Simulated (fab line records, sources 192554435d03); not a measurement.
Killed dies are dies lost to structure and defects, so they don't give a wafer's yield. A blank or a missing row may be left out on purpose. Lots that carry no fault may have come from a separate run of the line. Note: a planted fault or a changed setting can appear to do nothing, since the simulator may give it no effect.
Split-lot trial + flow n5-finfet + 39 wafers read from 7 lots, route of 1938 steps

## ABOUT THE SPLIT
At N5_FIN_SAQP_ETCH_65 (etches SiO2 in CF4, target depth 4 nm, time 4.4 s), the setting time-s was moved away from the recipe's 4.4 s on 15 of the 39 wafers read, by -51.1% to +56.7%. The other wafers ran this setting at the recipe's value.

The split's own step is where the reading is taken.

## THE READING
etch.depth-nm (the simulator's own value, which no gauge read), in nm, at N5_FIN_SAQP_ETCH_65 (etches SiO2 in CF4, target depth 4 nm, time 4.4 s). No usual value for it is given in the file. Here, 24 wafers ran the recipe; their average is 4.006 nm with a standard deviation of 0.031 nm.

| wafer  | tool, chamber at the split | time-s as run, s | against the recipe | etch.depth-nm, nm | against lot-mates on the recipe |
|--------|----------------------------|------------------|--------------------|-------------------|---------------------------------|
| L074.1 | rie-si-01, 1               | 2.252            | -48.8%             | 2.06              | -1.972                          |
| L074.2 | rie-si-01, 3               | 4.4              | recipe             | 4.003             | -                               |
| L074.3 | rie-si-01, 0               | 2.252            | -48.8%             | 2.038             | -1.994                          |
| L074.4 | rie-si-01, 2               | 2.252            | -48.8%             | 2.085             | -1.947                          |
| L074.5 | rie-si-01, 1               | 4.4              | recipe             | 4.047             | -                               |
| L074.6 | rie-si-01, 2               | 4.4              | recipe             | 4.045             | -                               |
| L077.1 | rie-si-02, 2               | 4.4              | recipe             | 4.064             | -                               |
| L077.2 | rie-si-02, 1               | 4.4              | recipe             | 3.986             | -                               |
| L077.3 | rie-si-02, 0               | 4.4              | recipe             | 3.987             | -                               |
| L078.1 | rie-si-06, 2               | 2.15             | -51.1%             | 1.964             | -2.025                          |
| L078.2 | rie-si-06, 1               | 4.4              | recipe             | 3.944             | -                               |
| L078.3 | rie-si-06, 3,2             | 4.4              | recipe             | 4.012             | -                               |
| L078.6 | rie-si-06, 3,2             | 4.4              | recipe             | 4.012             | -                               |
| L078.4 | rie-si-06, 0               | 2.15             | -51.1%             | 1.928             | -2.061                          |
| L078.5 | rie-si-06, 3               | 2.15             | -51.1%             | 1.976             | -2.013                          |
| L084.1 | rie-si-06, 3               | 4.4              | recipe             | 4.037             | -                               |
| L084.2 | rie-si-06, 0               | 5.402            | +22.8%             | 4.918             | +0.914                          |
| L084.3 | rie-si-06, 2               | 4.4              | recipe             | 3.999             | -                               |
| L084.4 | rie-si-06, 1               | 4.4              | recipe             | 3.976             | -                               |
| L084.5 | rie-si-06, 1               | 5.402            | +22.8%             | 4.848             | +0.844                          |
| L084.6 | rie-si-06, 2               | 5.402            | +22.8%             | 4.905             | +0.901                          |
| L086.1 | rie-si-02, 2               | 4.4              | recipe             | 4.009             | -                               |
| L086.2 | rie-si-02, 1               | 4.4              | recipe             | 3.991             | -                               |
| L086.3 | rie-si-02, 0               | 4.4              | recipe             | 3.979             | -                               |
| L086.4 | rie-si-02, 3               | 4.4              | recipe             | 4.018             | -                               |
| L086.5 | rie-si-02, 0               | 4.4              | recipe             | 3.965             | -                               |
| L086.6 | rie-si-02, 3               | 4.4              | recipe             | 4.039             | -                               |
| L094.1 | rie-si-06, 1               | 6.446            | +46.5%             | 5.802             | +1.803                          |
| L094.2 | rie-si-06, 0               | 4.4              | recipe             | 3.989             | -                               |
| L094.3 | rie-si-06, 2               | 6.446            | +46.5%             | 5.851             | +1.852                          |
| L094.4 | rie-si-06, 3               | 6.446            | +46.5%             | 5.946             | +1.947                          |
| L094.5 | rie-si-06, 2               | 4.4              | recipe             | 4.031             | -                               |
| L094.6 | rie-si-06, 1               | 4.4              | recipe             | 3.977             | -                               |
| L095.1 | rie-si-01, 2               | 6.893            | +56.7%             | 6.414             | +2.403                          |
| L095.2 | rie-si-01, 1               | 4.4              | recipe             | 4.051             | -                               |
| L095.3 | rie-si-01, 0               | 6.893            | +56.7%             | 6.251             | +2.240                          |
| L095.4 | rie-si-01, 3               | 6.893            | +56.7%             | 6.284             | +2.273                          |
| L095.5 | rie-si-01, 3               | 4.4              | recipe             | 4.014             | -                               |
| L095.6 | rie-si-01, 0               | 4.4              | recipe             | 3.967             | -                               |
Rows listing several chambers each stand for several wafers; the file does not say which wafer went through which chamber.

FIT RESULTS
A straight line over all 39 wafers: etch.depth-nm changes by +0.0402 nm for each +1% of time-s; r = +1.00; the points scatter about the line by 0.04 nm.
The same after taking each lot's own level away (the mean of its wafers on the recipe; 39 wafers): +0.0402 nm for each +1%; r = +1.00; scatter 0.039 nm.
On that fit, the largest move of time-s shifts the reading by 2.3 nm.
The lots' own levels span 3.9893 to 4.0317 nm, that is 1.4 times the standard deviation above.
Hence the lot-to-lot level has little effect on the slope; both slopes agree.
Check: for one of the wafers moved furthest among these (+56.7%), held out of the fit, the line's prediction against its lot-mates is +2.26 nm. It came out at +2.4 nm against them.

## THESE WAFERS: OTHER SPLITS
Note: prior to the reading, these wafers also went through further splits. Each is held against what the fit with the lots' levels taken away leaves over:
| other split on the same wafers | wafers away from the commonest value | r with etch.depth-nm (lot level and that fit taken away) |
|--------------------------------|--------------------------------------|----------------------------------------------------------|
| N5_ZERO_LAYER_PECVD_02 time-s  | 18                                   | +0.01                                                    |

## FILE'S OWN FIT
etch.depth-nm changes by +0.0402 nm for each +1% of time-s, r = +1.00.
